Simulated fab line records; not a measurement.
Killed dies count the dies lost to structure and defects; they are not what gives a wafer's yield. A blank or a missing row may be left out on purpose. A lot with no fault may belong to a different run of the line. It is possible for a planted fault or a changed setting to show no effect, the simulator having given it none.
fab line records	flow n5Finfet
record lots=10	wafers=27	lastDay=18
route steps=1938 shown BEOL_M0_SAQP@677 BEOL_M4@1111 PASSIVATION@1936
lots with no fault: from the same line, run without faults
startH: start of the lot's first displayed wafer, in hours after the record's first day	waitH: hours elapsed since this lot's preceding step	" repeats the value in the row above	L1.1+2: several wafers, shown together as one row	- value missing, or start not given	* or withheld: withheld	< > ~ a bound
route shown NAME@n: NAME is a module with steps in the file, n the number in the route of the first one	usual: mean and standard deviation over wafers with no fault	same: alike in all rows	chamber/n: place in a boat	sites: the reading at each site	_std_site: their standard deviation	_edge_site: the outer-site mean with the inner-site mean subtracted	radiusMm: how far each site lies from the wafer's centre	mask NAME#n: copy n	behind: the last tool/chamber to shape the wafer	hold: what put the lot on hold/how long, in hours/how the hold closed	device: names the non-switching transistor (n, p or np)	end of line: at the end of the route, the tests of the same wafers	where a step has no rows: the recipe by itself	killed: dies that structure and defects cost at the first sort, which is not the same as the wafer's yield	map: a wafer's dies, marking killed ones x, the rest . and places with no die _
set.NAME: the run value of the setting; set.NAME@STEP: its run value at that earlier step	model.NAME: the simulator's own value behind a step, which no gauge read
the route's steps for a sample of lots (tables are steps, rows are wafers)
services: when a tool's chamber went out of use (startH, in hours from the record's first day, below 0 if earlier), for how many hours, and the reason
## steps
# step N5_BEOL_M0_SAQP_SPACER2_ETCHBACK_27
# recipe chemistry=CHF3/O2	mode=anisotropicEtchback	target=SiO2	targetDepthA=225	timeS=11.25	pressureMtorr=30	sourceW=650	biasW=170	Ar_flow_sccm=200	CHF3_flow_sccm=50	O2_flow_sccm=5	ionEnergyEv=200
# usual O2_flow_sccm=5.000/0.016	drypumpMotorCurrentA=5.8/0.72	mfcArSccm=200.1/0.56	oes_o_777_au=0.78/0.065	oesProductAu=0.77/0.062	rfVppV=525/12	showerheadPlenumPTorr=2.40/0.065	throttleValvePct=18.78/0.16
lot.wafer	tool	chamber	startH	waitH	O2_flow_sccm	drypumpMotorCurrentA	mfcArSccm	oes_o_777_au	oesProductAu	rfHoursCounterH	rfVppV	showerheadPlenumPTorr	throttleValvePct
L465.3	rieDiel-01	0	121.87	0.3	5.016	5.6	200.4	0.83	0.81	104	523	2.44	18.97
L465.4	"	3	"	"	4.993	6.4	200.0	0.90	0.89	24	513	2.37	18.80
L465.6	"	3	"	"	4.984	6.4	199.6	0.90	0.90	-	514	2.37	18.81
L469.1	rieDiel-03	1	145.13	0.6	4.976	5.3	200.5	0.87	0.86	35	517	2.46	18.40
L469.3	"	2	"	"	5.003	6.6	200.4	0.79	0.75	165	499	2.30	18.94
L469.6	"	2	"	"	5.022	6.6	200.0	0.79	0.76	-	500	2.31	18.93
L475.1	rieDiel-01	1	184.29	0.3	5.007	4.9	199.7	0.70	0.70	198	529	2.30	18.94
L475.3	"	3	"	"	4.985	6.4	200.2	0.87	0.86	42	511	2.37	18.82
L475.5	"	3	"	"	5.015	6.4	199.9	0.87	0.86	-	511	2.37	18.84
L478.4	rieDiel-04	3	204.30	0.5	5.013	6.8	200.9	0.83	0.82	68	539	2.34	18.75
L478.5	"	0	"	"	4.972	5.4	200.8	0.72	0.71	-	538	2.47	18.74
L478.6	"	1	"	"	4.999	4.7	199.1	0.73	0.74	-	531	2.50	18.74
L477.2	rieDiel-01	0	210.04	0.3	5.022	5.6	200.2	0.81	0.80	128	524	2.43	19.01
L477.5	"	2	"	"	4.989	5.2	200.2	0.70	0.71	-	532	2.41	18.67
L477.6	"	1	"	"	5.001	4.8	200.5	0.69	0.70	-	528	2.30	18.95
L481.3	rieDiel-03	2	224.17	0.3	5.019	6.6	200.2	0.78	0.75	185	499	2.30	18.96
L481.4	"	0	"	"	5.014	6.4	201.0	0.78	0.78	101	521	2.41	18.63
L482.1	rieDiel-04	3	228.73	0.4	4.989	6.7	199.7	0.81	0.82	75	539	2.34	18.77
L482.2	"	1	"	"	5.012	4.7	200.3	0.73	0.73	172	531	2.50	18.77
L484.1	rieDiel-04	2	242.19	0.4	5.004	6.4	199.3	0.86	0.85	33	536	2.35	18.57
L484.3	"	1	"	"	5.016	4.7	200.3	0.73	0.72	175	532	2.49	18.77
L485.2	rieDiel-04	3	243.22	0.3	4.995	6.7	200.5	0.81	0.82	80	540	2.34	18.76
L485.4	"	0	"	"	5.008	5.3	200.5	0.72	0.71	206	538	2.47	18.77
L485.6	"	1	"	"	5.006	4.7	199.6	0.73	0.73	-	532	2.49	18.77
L486.1	rieDiel-01	0	249.15	0.4	4.999	5.6	199.8	0.80	0.79	140	524	2.43	19.03
L486.5	"	1	"	"	5.018	4.8	199.4	0.68	0.69	-	529	2.29	18.96
L486.6	"	0	"	"	4.984	5.6	199.8	0.79	0.79	-	525	2.43	19.05
# step N5_BEOL_M0_SAQP_CD_MEAS_40
# recipe targetCdNm=30	landingEnergyEv=500	detector=seInlens
# usual cdNm=30.02/0.27
lot.wafer	tool	chamber	startH	waitH	cdNm
L465.3	cdSem-01	0	122.38	-	30.15
L465.4	"	0	"	"	29.86
L465.6	"	0	"	"	30.11
L469.1	cdSem-02	0	145.76	-	29.94
L469.3	"	0	"	"	29.40
L469.6	"	0	"	"	29.50
L475.1	cdSem-02	0	184.79	-	30.08
L475.3	"	0	"	"	29.84
L475.5	"	0	"	"	30.03
L478.4	cdSem-02	0	204.84	-	30.06
L478.5	"	0	"	"	30.23
L478.6	"	0	"	"	29.99
L477.2	cdSem-03	0	210.55	-	30.09
L477.5	"	0	"	"	30.22
L477.6	"	0	"	"	30.38
L481.3	cdSem-03	0	224.84	-	29.59
L481.4	"	0	"	"	30.17
L482.1	cdSem-01	0	229.36	-	30.16
L482.2	"	0	"	"	30.72
L484.1	cdSem-02	0	242.70	-	30.40
L484.3	"	0	"	"	30.12
L485.2	cdSem-02	0	243.73	-	30.58
L485.4	"	0	"	"	30.36
L485.6	"	0	"	"	30.30
L486.1	cdSem-01	0	249.65	-	30.23
L486.5	"	0	"	"	30.42
L486.6	"	0	"	"	30.14
# step N5_BEOL_M0_SAQP_ALD_48
# recipe material=SiO2	targetThkA=200	tempC=100	aldPrecursorFamily=BDEAS	aldCoReactant=O2-plasma	pulseTimeS=1	coReactantPulseTimeS=1	purgeTimeS=2	coReactantPurgeTimeS=2	aldCycles=139	pressureTorr=2
# usual aldCycles=139/0	heaterPowerW=76/7.8	precursorPulseHeightRel=1.002/0.019
# same coReactantPulseTimeS=1
lot.wafer	tool	chamber	startH	waitH	aldCycles	heaterPowerW	precursorPulseHeightRel	sinceWetCleanH
L465.3	aldSin-02	0	123.44	0.6	139	83	0.996	220
L465.4	"	3	"	"	139	68	0.994	220
L465.6	"	1	"	"	139	78	1.012	-
L469.1	aldSin-04	1	146.18	0.0	139	84	1.000	46
L469.3	"	2	"	"	139	78	1.014	46
L469.6	"	1	"	"	139	84	0.991	-
L475.1	aldSin-04	2	185.43	0.0	139	79	1.008	85
L475.3	"	3	"	"	139	90	0.994	85
L475.5	"	0	"	"	139	65	1.002	-
L478.4	aldSin-03	0	206.02	0.2	139	75	1.011	15
L478.5	"	1	"	"	139	61	0.987	-
L478.6	"	2	"	"	139	81	0.998	-
L477.2	aldSin-02	3	211.24	0.3	139	67	1.002	308
L477.5	"	3	"	"	139	68	0.995	-
L477.6	"	2	"	"	139	71	0.978	-
L481.3	aldSin-04	1	225.47	0.0	147	81	0.982	125
L481.4	"	3	"	"	139	92	0.988	-
L482.1	aldSin-04	1	229.77	0.0	139	82	1.000	129
L482.2	"	0	"	"	147	68	1.006	129
L484.1	aldSin-04	0	243.54	0.5	139	66	1.030	143
L484.3	"	1	"	"	147	84	1.010	143
L485.2	aldSin-03	3	244.17	0.1	139	71	1.021	53
L485.4	"	1	"	"	139	64	1.034	53
L485.6	"	1	"	"	139	63	0.993	-
L486.1	aldSin-03	2	250.06	0.0	139	81	0.960	59
L486.5	"	3	"	"	139	71	1.030	-
L486.6	"	2	"	"	139	83	1.029	-
# step N5_BEOL_M0_SAQP_STRIP_75
# recipe chemistry=CF4	resist=SiARC	powerW=300	biasPowerW=75	pressureMtorr=50	cf4FlowSccm=150	rfFrequencyHz=6e+07
# usual drypumpMotorCurrentA=5.9/0.76	oesProductAu=0.182/0.015	rfVppV=271.0/1.4	showerheadPlenumPTorr=1.79/0.047	throttleValvePct=13.47/0.2
lot.wafer	tool	chamber	startH	waitH	drypumpMotorCurrentA	oesProductAu	rfHoursCounterH	rfVppV	showerheadPlenumPTorr	throttleValvePct
L465.3	rieDiel-04	3	124.07	0.1	6.7	0.197	44	271.5	1.77	13.44
L465.4	"	0	"	"	5.4	0.167	-	272.2	1.84	13.49
L465.6	"	3	"	"	6.7	0.199	-	270.3	1.77	13.45
L469.1	rieDiel-04	3	146.81	0.1	6.7	0.200	52	270.5	1.77	13.46
L469.3	"	0	"	"	5.3	0.171	182	272.5	1.84	13.51
L469.6	"	2	"	"	6.5	0.213	-	270.6	1.75	13.12
L475.1	rieDiel-04	2	186.05	0.1	6.5	0.210	17	270.4	1.75	13.12
L475.3	"	3	"	"	6.7	0.190	63	271.9	1.76	13.48
L475.5	"	0	"	"	5.4	0.165	-	273.1	1.84	13.54
L478.4	rieDiel-04	3	206.83	0.1	6.7	0.197	69	267.1	1.76	13.51
L478.5	"	0	"	"	5.4	0.171	-	272.4	1.84	13.56
L478.6	"	1	"	"	4.7	0.164	-	270.7	1.85	13.46
L477.2	rieDiel-04	0	211.86	0.1	5.4	0.169	198	271.7	1.84	13.56
L477.5	"	1	"	"	4.7	0.172	-	272.4	1.85	13.47
L477.6	"	2	"	"	6.5	0.190	-	270.8	1.75	13.16
L481.3	rieDiel-01	1	226.10	0.1	4.8	0.161	210	269.1	1.71	13.70
L481.4	"	2	"	"	5.2	0.163	177	269.3	1.79	13.41
L482.1	rieDiel-01	1	230.39	0.1	4.9	0.164	211	271.0	1.71	13.72
L482.2	"	3	"	"	6.4	0.196	53	269.5	1.77	13.49
L484.1	rieDiel-01	1	244.21	0.1	4.9	0.166	215	268.6	1.70	13.71
L484.3	"	2	"	"	5.2	0.165	181	271.0	1.79	13.44
L485.2	rieDiel-04	2	245.16	0.1	6.5	0.199	34	270.7	1.74	13.17
L485.4	"	0	"	"	5.4	0.171	207	273.2	1.83	13.58
L485.6	"	0	"	"	5.4	0.168	-	271.0	1.83	13.59
L486.1	rieDiel-03	1	250.69	0.1	5.3	0.191	63	272.3	1.82	13.14
L486.5	"	3	"	"	6.4	0.168	-	270.5	1.77	13.73
L486.6	"	2	"	"	6.6	0.172	-	268.9	1.71	13.75
# step N5_BEOL_M4_RC_MEAS_101
# usual DIBL_N=36.3/2	DIBL_P=36.3/2.4	IOFF_N=0.16/0.034	IOFF_P=0.21/0.035	ION_N=672/12	ION_P=459/6.5	SS_N=71.6/0.67	SS_P=73.3/0.71	VT_N=250/3.5	VT_P=-251/3
lot.wafer	tool	chamber	startH	waitH	DIBL_N[mV/V]	DIBL_P[mV/V]	IOFF_N[nA/um]	IOFF_P[nA/um]	ION_N[uA/um]	ION_P[uA/um]	SS_N[mV/dec]	SS_P[mV/dec]	VT_N[mV]	VT_P[mV]
L465.3	prober-02	0	175.68	0.3	32.6	31.7	0.10	0.15	651	456	70.0	72.0	259	-256
L465.4	"	0	"	"	32.3	31.6	0.10	0.15	653	453	69.8	71.8	256	-253
L465.6	"	0	"	"	32.3	31.5	0.10	0.15	664	456	70.1	72.1	257	-254
L469.1	prober-01	0	200.49	0.0	34.8	35.7	0.14	0.19	674	460	71.6	72.7	251	-250
L469.3	"	0	"	"	36.4	37.8	0.16	0.22	675	467	71.6	73.9	249	-249
L469.6	"	0	"	"	36.4	36.9	0.17	0.21	680	458	70.6	73.1	247	-251
L475.1	prober-02	0	260.12	0.0	37.1	36.1	0.15	0.19	667	455	71.9	72.6	250	-252
L475.3	"	0	"	"	38.7	37.1	0.16	0.20	661	450	72.4	73.5	250	-251
L475.5	"	0	"	"	39.6	38.6	0.18	0.23	677	460	71.6	73.8	249	-248
L478.4	prober-01	0	286.85	0.5	33.0	33.7	0.12	0.18	658	457	71.0	72.3	253	-250
L478.5	"	0	"	"	36.1	36.9	0.17	0.23	656	454	71.5	73.2	250	-248
L478.6	"	0	"	"	35.6	36.2	0.15	0.22	669	455	71.2	73.1	250	-251
L477.2	prober-01	0	288.35	0.2	40.2	39.4	0.22	0.27	683	469	72.0	74.3	245	-246
L477.5	"	0	"	"	37.9	37.2	0.17	0.22	667	463	71.9	74.1	249	-249
L477.6	"	0	"	"	37.9	36.3	0.16	0.21	667	457	71.3	74.1	251	-251
L482.1	prober-02	0	308.21	0.0	37.4	37.5	0.17	0.20	680	459	71.4	73.3	249	-252
L482.2	"	0	"	"	36.9	37.5	0.17	0.21	678	459	71.0	73.6	248	-251
L485.2	prober-02	0	313.77	0.2	36.8	36.2	0.16	0.20	676	458	71.6	74.0	251	-249
L485.4	"	0	"	"	33.8	32.4	0.12	0.15	666	460	70.9	72.0	255	-256
L485.6	"	0	"	"	34.3	33.0	0.13	0.16	672	459	70.7	72.4	253	-252
L484.1	prober-01	0	317.86	0.0	37.9	38.8	0.20	0.25	699	473	72.3	74.4	245	-248
L484.3	"	0	"	"	37.1	37.0	0.18	0.22	679	463	71.9	73.8	246	-249
L481.3	prober-02	0	319.02	0.3	37.0	38.8	0.20	0.25	682	462	71.8	74.3	247	-248
L481.4	"	0	"	"	37.3	38.2	0.22	0.24	687	459	72.3	74.5	243	-250
L486.1	prober-01	0	326.38	0.0	36.8	37.1	0.19	0.22	680	459	71.8	73.0	248	-249
L486.5	"	0	"	"	37.2	37.9	0.20	0.24	679	459	72.0	73.4	246	-248
L486.6	"	0	"	"	36.1	36.1	0.18	0.21	684	462	72.0	72.6	245	-251
# step N5_PASSIVATION_PROBE_49
# usual defectLimitedYield=91.4/1.5	killed_at_M0_to_M3=33/11	killed_at_M4_up=14/5.3	killedAtContacts=13/6.2	killedAtFrontEnd=39/13	killedAtOther=3.1/2.8	killedDies=102/17	killedOpen=68/13	killedShort=32/7.8	sort_bin_5_function=5.1/0.95	sort_bin_6_memory=3.2/0.7	sort_bin_8_speed=0.02/0.16	sortNPass=1078/18	sortYieldPct=91.3/1.5
# same grossDies=1180	killedAtBackSide=0	sort_bin_4_leakage[%]=0
lot.wafer	tool	chamber	startH	waitH	defectLimitedYield[%]	killed_at_M0_to_M3	killed_at_M4_up	killedAtContacts	killedAtFrontEnd	killedAtOther	killedDies	killedOpen	killedShort	sort_bin_5_function[%]	sort_bin_6_memory[%]	sort_bin_8_speed[%]	sortNPass	sortYieldPct[%]
L482.1	prober-02	-	422.86	0.0	91.2	44	7	18	33	2	104	80	22	5.1	3.6	0	1076	91.2
# killed by level:class
L482.1 MOL_CONTACT_COAG:geometricParticle:open=14 FIN_SAQP:geometricParticle:open=10 BEOL_M0_SAQP:geometricParticle:open=10 BEOL_M3:geometricParticle:open=10 BEOL_M2:geometricParticle:open=9 BEOL_M0_SAQP:geometricParticle:short=6 STI_FIN_REVEAL:geometricParticle:open=5 FIN_SAQP:geometricParticle:short=4
## services
tool	chamber	startH	hours	kind
aldSin-04	0	100.66	-	clean
aldSin-04	1	100.66	-	clean
aldSin-04	2	100.66	-	clean
aldSin-02	0	110.53	4.8	repair
rieDiel-04	2	118.16	-	clean
rieDiel-04	2	118.16	-	consumableReplace:focusRing
rieDiel-04	2	118.16	20.2	scheduledDown
rieDiel-04	2	118.16	20.2	ventCycle
aldSin-04	0	119.66	9.7	repair
rieDiel-01	1	136.98	6.2	repair
aldSin-02	0	141.93	1.6	repair
aldSin-04	0	144.09	3.0	repair
rieDiel-04	3	157.82	7.7	repair
rieDiel-01	3	159.74	5.1	repair
rieDiel-04	0	164.51	10.8	repair
aldSin-03	-	177.52	14.0	pm
aldSin-02	-	183.50	0.2	repair
rieDiel-01	0	192.03	15.2	repair
aldSin-04	0	197.08	28.9	repair
rieDiel-01	3	199.51	13.7	repair
rieDiel-01	1	203.97	4.9	repair
aldSin-04	-	230.93	2.8	pm
rieDiel-01	3	233.71	4.6	repair
rieDiel-03	-	247.81	0.9	repair
## key
firstSign step=N5_BEOL_M0_SAQP_ALD_48	reading=aldCycles	direction=up	sigmas=99+	usual=*	struck=*
effect none on later readings
metAt N5_BEOL_M0_SAQP_ALD_48
struckLots L481,L482,L484
struckWafers L481.3,L482.2,L484.3
notActingAt N5_BEOL_M0_SAQP_SPACER2_ETCHBACK_27,N5_BEOL_M0_SAQP_CD_MEAS_40,N5_BEOL_M0_SAQP_STRIP_75
onsetBetween 185.43 225.47
fault kind=processParameterDrift	tool=aldSin-04	chamber=-	onsetH=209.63	steps=N5_BEOL_M0_SAQP_ALD_48	channel=aldCycles	offset=*	shape=step	endH=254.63	scope=struckWafersOnly	actsIn=*	stated=*
